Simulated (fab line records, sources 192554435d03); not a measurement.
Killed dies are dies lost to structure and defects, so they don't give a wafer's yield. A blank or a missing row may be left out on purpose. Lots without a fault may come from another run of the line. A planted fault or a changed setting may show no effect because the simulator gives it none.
Chamber matching | flow n5_finfet | N5_BEOL_M7_VIA_ETCH_34 on rie_diel-03: 4 sister chambers
The step etches SiCOH lowk in C4F6/O2, target depth 125.5 nm, time 50.5 s. 4 wafers are shown with their chamber, then 12 later ones without.

WAFERS WITH THEIR CHAMBER
wafer  | chamber | throttle_valve_pct (%)
L086.1 | 0       | 20.75
L086.3 | 1       | 20.94
L084.5 | 3       | 21.13
L084.6 | 2       | 20.69

WAFERS WITHOUT THEIR CHAMBER
wafer  | throttle_valve_pct (%)
L085.2 | 20.97
L085.3 | 20.74
L085.4 | 21.14
L091.1 | 21.16
L091.3 | 20.71
L091.6 | 20.72
L096.4 | 21.15
L096.5 | 21.14
L096.6 | 20.72
L095.1 | 20.96
L095.2 | 21.17
L095.4 | 20.77

WHICH CHAMBER EACH WENT THROUGH
wafer  | from the rows above     | in truth
L085.2 | 1                       | 1
L085.3 | can't be placed: 0 or 2 | 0
L085.4 | 3                       | 3
L091.1 | 3                       | 3
L091.3 | can't be placed: 2 or 0 | 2
L091.6 | can't be placed: 2 or 0 | 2
L096.4 | 3                       | 3
L096.5 | 3                       | 3
L096.6 | can't be placed: 2 or 0 | 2
L095.1 | 1                       | 1
L095.2 | 3                       | 3
L095.4 | 0                       | 0
Placed correctly: 8 of 12. Can't be placed from these rows: 4 (the true chamber is among the candidates in 4). Placed wrongly: 0.
How it was worked out, from the rows above alone: a wafer's distance from a chamber is the root of the sum, over the readings, of the square of ((its reading less the chamber's mean) divided by the reading's scatter). The wafer belongs to the nearest chamber; if the next one is less than 2 further off, it can't be placed. A chamber's mean is the mean of its shown wafers. The scatter: with one shown wafer a chamber, the root of the mean of the squares of how far each hidden wafer lies from its nearest shown one.
